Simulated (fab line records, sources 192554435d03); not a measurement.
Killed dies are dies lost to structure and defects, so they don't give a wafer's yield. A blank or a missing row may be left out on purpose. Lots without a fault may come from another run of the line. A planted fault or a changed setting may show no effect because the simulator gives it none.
Chamber matching | flow n5_finfet | N5_BEOL_M11_ETCH_65 on rie_diel-05: 4 sister chambers
The step etches SiARC in CF4, target depth 39 nm, time 65 s. 14 wafers are shown with their chamber, then 7 later ones without.

WAFERS WITH THEIR CHAMBER
wafer  | chamber | drypump_motor_current_A (A) | showerhead_plenum_p_Torr (Torr) | throttle_valve_pct (%)
L080.1 | 1       | 5.8                         | 2.04                            | 15.83
L080.2 | 3       | 6.2                         | 2.17                            | 16.03
L080.6 | 3       | 6.3                         | 2.17                            | 16.02
L081.3 | 2       | 5.2                         | 2.13                            | 15.53
L081.4 | 0       | 5.7                         | 2.25                            | 15.45
L081.5 | 3       | 6.3                         | 2.16                            | 16.04
L082.1 | 1       | 5.8                         | 2.04                            | 15.84
L082.3 | 0       | 5.7                         | 2.25                            | 15.47
L082.4 | 2       | 5.2                         | 2.13                            | 15.55
L085.1 | 1       | 5.8                         | 2.04                            | 15.85
L085.3 | 3       | 6.3                         | 2.16                            | 16.06
L085.6 | 0       | 5.7                         | 2.25                            | 15.46
L086.2 | 0       | 5.7                         | 2.24                            | 15.47
L086.4 | 2       | 5.2                         | 2.13                            | 15.55

SIGNATURES (means of the wafers above)
reading                  | chamber 0 | chamber 1 | chamber 2 | chamber 3 | scatter within a chamber
drypump_motor_current_A  | 5.700     | 5.800     | 5.200     | 6.275     | 0.0274
showerhead_plenum_p_Torr | 2.2475    | 2.0400    | 2.1300    | 2.1650    | 0.00418
throttle_valve_pct       | 15.4625   | 15.8400   | 15.5433   | 16.0375   | 0.0127
Rule: a wafer's distance from a chamber is the root of the sum, over the readings, of the square of ((its reading less the chamber's mean) divided by the reading's scatter). The wafer belongs to the nearest chamber; if the next one is less than 2 further off, it can't be placed. The scatter: the root of (the sum of the squares of (reading less its chamber's mean) over the shown wafers, divided by (wafers less chambers)).

WAFERS WITHOUT THEIR CHAMBER
wafer  | drypump_motor_current_A (A) | showerhead_plenum_p_Torr (Torr) | throttle_valve_pct (%)
L086.6 | 5.8                         | 2.04                            | 15.86
L090.2 | 6.3                         | 2.16                            | 16.11
L090.5 | 5.2                         | 2.13                            | 15.57
L090.6 | 5.8                         | 2.03                            | 15.89
L092.2 | 5.7                         | 2.03                            | 15.89
L092.3 | 6.3                         | 2.16                            | 16.10
L092.4 | 6.3                         | 2.15                            | 16.10

WHICH CHAMBER EACH WENT THROUGH
wafer  | from the rows above | in truth
L086.6 | 1                   | 1
L090.2 | 3                   | 3
L090.5 | 2                   | 2
L090.6 | 1                   | 1
L092.2 | 1                   | 1
L092.3 | 3                   | 3
L092.4 | 3                   | 3
Placed correctly: 7 of 7. Can't be placed from these rows: 0. Placed wrongly: 0.
